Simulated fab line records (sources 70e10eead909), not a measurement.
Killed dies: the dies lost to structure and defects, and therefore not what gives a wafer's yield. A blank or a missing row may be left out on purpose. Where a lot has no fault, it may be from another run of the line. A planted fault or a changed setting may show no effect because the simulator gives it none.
Check of tool commonality | flow nand-harc | Sample size 15 lots and 45 wafers

== THE REASON FOR OPENING IT ==
Flagged at NHARC_A_BONDPAD_THK_MEAS_20: reading thk-nm, on 3 of 15 lots. Wafers without a fault read 170.2 nm, standard deviation 1.4.
Rule: flag the lot when none of its wafers has a number, or when each of its wafers that has one lies beyond 4 standard deviations from that mean. All remaining lots are regarded as sound.

lot  | measured     | on            | thk-nm (nm), wafer by wafer | flag
L206 | day 23 08:24 | film-metro-01 | 168.3 170.9 169.7           |
L207 | day 23 18:26 | film-metro-01 | 171.0 172.7 172.6           |
L209 | day 24 01:26 | film-metro-02 | 168.7 168.5 166.5           |
L208 | day 24 10:33 | film-metro-01 | 170.3 169.5 169.0           |
L215 | day 26 21:16 | film-metro-01 | 399.9 398.6 397.7           | FLAGGED
L214 | day 27 00:39 | film-metro-02 | 398.7 401.1 403.1           | FLAGGED
L217 | day 27 02:50 | film-metro-02 | 404.7 397.9 404.4           | FLAGGED
L219 | day 29 12:51 | film-metro-01 | 171.1 172.2 169.9           |
L222 | day 29 14:43 | film-metro-02 | 172.1 168.6 169.9           |
L223 | day 30 10:52 | film-metro-01 | 169.2 171.2 171.3           |
L225 | day 31 00:46 | film-metro-02 | 168.8 168.2 170.8           |
L226 | day 31 16:01 | film-metro-02 | 170.5 172.3 172.0           |
L227 | day 31 17:44 | film-metro-01 | 168.3 167.9 171.9           |
L228 | day 32 13:20 | film-metro-02 | 169.6 168.3 170.6           |
L229 | day 33 08:41 | film-metro-01 | 169.1 168.2 171.2           |
Flagged lots average 400.7 nm: +230.5 nm relative to the usual, that is +99 or more standard deviations.

== EACH LOT AND THE TOOL IT RAN ON ==
The record holds 2 process steps before the reading, out of a route of 1302 steps. In each cell: the tool, then ch and the chambers that the sampled wafers went through, then the start.
lot  | flag    | NHARC_A_BONDPAD_PVD_17                  | NHARC_A_BONDPAD_CMP_19
L206 |         | pvd-sputter-01, day 23 08:08 or earlier | cmp-03 ch 0,1,2, day 23 08:08
L207 |         | pvd-sputter-02, day 23 18:07 or earlier | cmp-03 ch 1,2,3, day 23 18:07
L209 |         | pvd-sputter-03, day 24 01:10 or earlier | cmp-04 ch 0,1,3, day 24 01:10
L208 |         | pvd-sputter-01, day 24 10:16 or earlier | cmp-02 ch 0,2,3, day 24 10:16
L215 | FLAGGED | pvd-sputter-03, day 26 20:57 or earlier | cmp-02 ch 0,1, day 26 20:57
L214 | FLAGGED | pvd-sputter-02, day 27 00:22 or earlier | cmp-02 ch 1,2,3, day 27 00:22
L217 | FLAGGED | pvd-sputter-02, day 27 02:31 or earlier | cmp-04 ch 0,1, day 27 02:31
L219 |         | pvd-sputter-02, day 29 12:35 or earlier | cmp-04 ch 0,2,3, day 29 12:35
L222 |         | pvd-sputter-01, day 29 14:23 or earlier | cmp-03 ch 1,2, day 29 14:23
L223 |         | pvd-sputter-01, day 30 10:33 or earlier | cmp-03 ch 0,2,3, day 30 10:33
L225 |         | pvd-sputter-03, day 31 00:27 or earlier | cmp-04 ch 1,2,3, day 31 00:27
L226 |         | pvd-sputter-02, day 31 15:41 or earlier | cmp-03 ch 1,2,3, day 31 15:41
L227 |         | pvd-sputter-03, day 31 17:24 or earlier | cmp-02 ch 0,2,3, day 31 17:24
L228 |         | pvd-sputter-01, day 32 13:04 or earlier | cmp-02 ch 0,1,3, day 32 13:04
L229 |         | pvd-sputter-03, day 33 08:26 or earlier | cmp-04 ch 0,1,2, day 33 08:26
What the steps here do:
- NHARC_A_BONDPAD_PVD_17: deposits TaN, target thk 5 nm, time 8.06 s.
- NHARC_A_BONDPAD_CMP_19: polishes, t overpolish 30 s, cu recess touch 16 s, target thk 169.82 nm.
- NHARC_A_BONDPAD_THK_MEAS_20: measures by xrf.

== FLAGGED AGAINST TOTAL, ONE TOOL AT A TIME (gauges that did the reading follow at the end) ==
step                        | tool           | lots run | flagged | share of the flagged lots | sound lots run after its first flagged lot
NHARC_A_BONDPAD_PVD_17      | pvd-sputter-01 | 5        | 0       | none                      | -
NHARC_A_BONDPAD_PVD_17      | pvd-sputter-02 | 5        | 2       | some                      | 2 (L219,L226)
NHARC_A_BONDPAD_PVD_17      | pvd-sputter-03 | 5        | 1       | some                      | 3 (L225,L227,L229)
NHARC_A_BONDPAD_CMP_19      | cmp-02         | 5        | 2       | some                      | 2 (L227,L228)
NHARC_A_BONDPAD_CMP_19      | cmp-03         | 5        | 0       | none                      | -
NHARC_A_BONDPAD_CMP_19      | cmp-04         | 5        | 1       | some                      | 3 (L219,L225,L229)
NHARC_A_BONDPAD_THK_MEAS_20 | film-metro-01  | 8        | 1       | some                      | 4 (L219,L223,L227,L229)
NHARC_A_BONDPAD_THK_MEAS_20 | film-metro-02  | 7        | 2       | some                      | 4 (L222,L225,L226,L228)
With no start given for some of its lots, NHARC_A_BONDPAD_PVD_17 uses the hours and lot order of NHARC_A_BONDPAD_CMP_19.

== WHAT IS ALLOWED BY THE TABLE ==
No row of the table ran every flagged lot.

== WHAT THE SIMULATOR HAD PUT IN ==
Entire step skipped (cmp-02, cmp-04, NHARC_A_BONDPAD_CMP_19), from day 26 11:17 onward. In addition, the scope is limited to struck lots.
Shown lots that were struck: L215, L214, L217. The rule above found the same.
